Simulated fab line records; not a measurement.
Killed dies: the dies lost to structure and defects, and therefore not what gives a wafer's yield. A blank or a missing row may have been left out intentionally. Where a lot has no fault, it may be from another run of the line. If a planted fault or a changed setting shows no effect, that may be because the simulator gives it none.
Which tool was responsible?    flow n5-finfet    10 lots with 28 wafers sampled at 5 steps, on a route of 1938 steps

== WHAT THE GAUGES READ, wafer by wafer ==
N5_HKMG_FIN_INSPECT_61: inspects for defects (macro). Usual: raw-defect-count reads 2.1 (standard deviation 1.4).
lot   measured     on                 raw-defect-count  flag
L941  day 3 22:25  defect-inspect-02  1 0 2             
L947  day 5 13:52  defect-inspect-01  2 3 3             
L948  day 6 05:23  defect-inspect-02  0 0               
L950  day 6 09:48  defect-inspect-02  3 2 4             
L951  day 6 12:31  defect-inspect-02  6 1               
L957  day 8 02:19  defect-inspect-02  2 1 2             
L959  day 8 12:26  defect-inspect-01  4 1 2             
L960  day 8 19:02  defect-inspect-02  1 2 4             
L961  day 9 04:27  defect-inspect-02  2 3 5             
L963  day 9 20:28  defect-inspect-01  4 2 1             

N5_BEOL_M4_RC_MEAS_101. Usual: DIBL_N 35.4 mV/V, standard deviation 2.1; DIBL_P 34.8 mV/V, standard deviation 2.6; IOFF_N 0.15 nA/um, standard deviation 0.037; IOFF_P 0.19 nA/um, standard deviation 0.037; ION_N 677 uA/um, standard deviation 16; ION_P 462 uA/um, standard deviation 9.3; SS_N 71.4 mV/dec, standard deviation 0.75; SS_P 72.9 mV/dec, standard deviation 0.77; VT_N 250 mV, standard deviation 3.7; VT_P -251 mV, standard deviation 3.5.
lot   measured      on         DIBL_N (mV/V)   DIBL_P (mV/V)   IOFF_N (nA/um)  IOFF_P (nA/um)  ION_N (uA/um)  ION_P (uA/um)  SS_N (mV/dec)   SS_P (mV/dec)   VT_N (mV)    VT_P (mV)       flag
L941  day 8 15:29   prober-01  35.6 39.3 37.9  34.3 38.9 37.1  0.13 0.22 0.19  0.14 0.20 0.18  654 684 686    441 455 455    71.5 73.0 72.5  72.4 73.8 73.3  255 247 249  -257 -256 -254  
L947  day 9 10:58   prober-01  34.8 37.2 34.0  33.8 36.0 32.3  0.13 0.16 0.12  0.16 0.18 0.13  664 678 660    456 457 448    71.1 71.7 70.9  73.1 73.2 71.5  251 248 255  -257 -253 -257  
L948  day 10 10:59  prober-01  35.8 36.7       35.1 35.7       0.17 0.16       0.19 0.20       701 690        474 471        71.5 71.1       72.5 72.8       244 247      -250 -250       
L950  day 10 14:34  prober-01  34.5 36.8 36.8  34.6 37.8 36.9  0.14 0.16 0.16  0.17 0.19 0.19  688 673 668    463 452 457    71.4 71.6 71.8  72.2 73.7 73.4  250 249 249  -252 -256 -253  
L951  day 10 15:39  prober-01  36.2 37.3       34.6 35.1       0.15 0.16       0.20 0.19       677 665        466 449        71.3 71.3       73.2 72.4       246 248      -252 -252       
L957  day 12 14:50  prober-01  37.6 35.6 38.4  37.1 36.4 37.6  0.17 0.13 0.22  0.22 0.20 0.24  678 662 669    467 464 460    71.9 71.2 72.4  73.8 72.4 73.7  248 254 249  -246 -250 -248  
L959  day 12 19:44  prober-01  33.2 36.7 34.9  32.4 37.0 35.9  0.11 0.16 0.14  0.15 0.20 0.20  670 692 669    451 469 463    70.2 71.6 70.1  72.3 73.0 73.3  255 251 251  -254 -251 -251  
L960  day 12 22:39  prober-01  36.2 37.5 37.8  36.9 38.8 38.8  0.18 0.21 0.20  0.22 0.25 0.24  694 697 696    472 472 471    72.3 72.2 72.2  72.9 73.3 73.0  247 246 245  -249 -249 -245  
L961  day 13 15:20  prober-01  35.9 39.2 35.8  34.1 39.1 33.8  0.13 0.20 0.13  0.15 0.22 0.14  656 709 668    449 469 445    71.6 72.2 71.5  72.8 74.6 73.2  255 245 254  -254 -253 -261  
L963  day 14 15:19  prober-01  35.5 32.7 35.4  35.0 31.9 36.6  0.15 0.11 0.16  0.23 0.18 0.25  676 672 688    468 472 474    71.7 70.3 71.5  73.1 71.7 72.9  254 254 249  -243 -247 -244  

== WHICH TOOL RAN EACH LOT (tool, then ch and the chambers of the sampled wafers, then the start) ==
lot   N5_HKMG_FIN_ETCH_86                 N5_HKMG_FIN_NWFM_ALD_20              N5_HKMG_FIN_STRIP_90
L941  rie-diel-03 ch 1,2,3, day 4 03:08   ald-metal-04 ch 0,2,3, day 4 03:46   rie-diel-01 ch 0,1,3, day 4 04:24
L947  rie-diel-01 ch 0,1, day 5 19:23     ald-metal-04 ch 0,1,2, day 5 20:01   rie-diel-01 ch 1,2, day 5 20:31
L948  rie-diel-01 ch 2,3, day 6 10:39     ald-metal-04 ch 1, day 6 11:28       rie-diel-05 ch 2,3, day 6 11:58
L950  rie-diel-03 ch 0,2,3, day 6 14:37   ald-metal-04 ch 0,2,3, day 6 15:14   rie-diel-03 ch 1,2,3, day 6 15:44
L951  rie-diel-01 ch 1, day 6 17:21       ald-metal-04 ch 1,2, day 6 17:59     rie-diel-05 ch 1,3, day 6 18:29
L957  rie-diel-01 ch 0,1, day 8 07:23     ald-metal-03 ch 1,2, day 8 08:01     rie-diel-01 ch 0,1, day 8 08:31
L959  rie-diel-01 ch 0,3, day 8 17:17     ald-metal-01 ch 2,3, day 8 17:55     rie-diel-01 ch 0,2,3, day 8 18:43
L960  rie-diel-03 ch 1,2,3, day 9 00:51   ald-metal-03 ch 0,2, day 9 01:29     rie-diel-03 ch 2,3, day 9 02:16
L961  rie-diel-01 ch 0,2,3, day 9 09:51   ald-metal-01 ch 1,2,3, day 9 10:31   rie-diel-05 ch 0,1, day 9 11:01
L963  rie-diel-01 ch 0,1,3, day 10 01:55  ald-metal-04 ch 0,2,3, day 10 02:33  rie-diel-01 ch 0,1,2, day 10 03:03
- N5_HKMG_FIN_ETCH_86: etches SOC in N2/H2, stops on TiN, target depth 393.2 nm.
- N5_HKMG_FIN_NWFM_ALD_20: deposits TiAlC, target thk 2 nm, pulse time 3 s, purge time 2 s.
- N5_HKMG_FIN_STRIP_90: strips SOC in N2/H2, time 20 s.

== AS READ BY THE TOOLS THEMSELVES (means over the sampled wafers that have a number; for cases with no such wafer, the mark the record gives instead) ==
N5_HKMG_FIN_ETCH_86. Usual: drypump-motor-current-A 5.8 A, standard deviation 0.36; oes-product-au 0.80 a.u., standard deviation 0.089; rf-vpp-V 241.0 V, standard deviation 1.4; showerhead-plenum-p-Torr 2.55 Torr, standard deviation 0.091; throttle-valve-pct 17.79 %, standard deviation 0.25.
lot   tool         drypump-motor-current-A (A)  oes-product-au (a.u.)  rf-vpp-V (V)  showerhead-plenum-p-Torr (Torr)  throttle-valve-pct (%)  flag
L941  rie-diel-03  5.6                          0.79                   239.7         2.48                             17.74                   
L947  rie-diel-01  6.0                          0.82                   242.5         2.63                             17.60                   
L948  rie-diel-01  5.7                          0.67                   240.9         2.49                             17.99                   
L950  rie-diel-03  5.6                          0.76                   240.5         2.55                             17.88                   
L951  rie-diel-01  5.9                          0.81                   241.9         2.67                             17.55                   
L957  rie-diel-01  6.1                          0.78                   241.6         2.58                             17.74                   
L959  rie-diel-01  5.8                          0.84                   242.2         2.59                             17.71                   
L960  rie-diel-03  5.6                          0.75                   239.5         2.46                             17.80                   
L961  rie-diel-01  5.8                          0.87                   241.4         2.60                             17.68                   
L963  rie-diel-01  5.7                          0.82                   241.2         2.63                             17.66                   

N5_HKMG_FIN_NWFM_ALD_20. Usual: heater-power-w 500 W, standard deviation 40; precursor-pulse-height-rel 1.000, standard deviation 0.021; susceptor-temp-C 299.98 C, standard deviation 0.2.
lot   tool          heater-power-w (W)  precursor-pulse-height-rel  susceptor-temp-C (C)  flag
L941  ald-metal-04  502                 0.974                       300.10                
L947  ald-metal-04  510                 1.023                       299.90                
L948  ald-metal-04  488                 0.993                       299.90                
L950  ald-metal-04  504                 0.993                       299.80                
L951  ald-metal-04  524                 1.012                       299.97                
L957  ald-metal-03  558                 1.000                       299.95                
L959  ald-metal-01  491                 0.996                       300.07                
L960  ald-metal-03  474                 0.999                       299.87                
L961  ald-metal-01  488                 0.991                       299.74                
L963  ald-metal-04  501                 1.002                       299.81                

N5_HKMG_FIN_STRIP_90. Usual: drypump-motor-current-A 5.7 A, standard deviation 0.31; oes-product-au 0.83 a.u., standard deviation 0.099; rf-vpp-V 54.2 V, standard deviation 0.88; showerhead-plenum-p-Torr 3.35 Torr, standard deviation 0.11; throttle-valve-pct 19.0 %, standard deviation 0.39.
lot   tool         drypump-motor-current-A (A)  oes-product-au (a.u.)  rf-vpp-V (V)  showerhead-plenum-p-Torr (Torr)  throttle-valve-pct (%)  flag
L941  rie-diel-01  5.8                          0.80                   53.9          3.36                             18.8                    
L947  rie-diel-01  6.1                          0.74                   53.5          3.45                             18.9                    
L948  rie-diel-05  5.6                          1.00                   55.4          3.31                             19.5                    
L950  rie-diel-03  5.6                          0.79                   53.3          3.27                             19.0                    
L951  rie-diel-05  5.6                          0.95                   54.8          3.34                             18.6                    
L957  rie-diel-01  6.1                          0.80                   55.4          3.40                             18.8                    
L959  rie-diel-01  5.8                          0.92                   54.0          3.44                             18.8                    
L960  rie-diel-03  5.7                          0.83                   53.6          3.34                             19.0                    
L961  rie-diel-05  5.8                          0.78                   54.8          3.35                             18.7                    
L963  rie-diel-01  6.1                          0.82                   53.9          3.41                             18.9                    

== THE ANSWER, worked out from the rows above alone ==
Rule: lot off if the mean of its wafers having a number is beyond 3 standard deviations from the usual mean. A lot without any number at a reading at which 4 lots or more have one is off too. Where the step has rows for the other lots, those lots are counted as sound. Order of review: gauges by route order, followed by the tools' own readings, for which a lot's mean as printed above is used. At the first step where some lot is off, the reading lying furthest off is the one used; lots without a number count as furthest.
No lot is off on any of the readings shown, so nothing can be concluded from this.

== WHAT THE SIMULATOR HAD INSERTED ==
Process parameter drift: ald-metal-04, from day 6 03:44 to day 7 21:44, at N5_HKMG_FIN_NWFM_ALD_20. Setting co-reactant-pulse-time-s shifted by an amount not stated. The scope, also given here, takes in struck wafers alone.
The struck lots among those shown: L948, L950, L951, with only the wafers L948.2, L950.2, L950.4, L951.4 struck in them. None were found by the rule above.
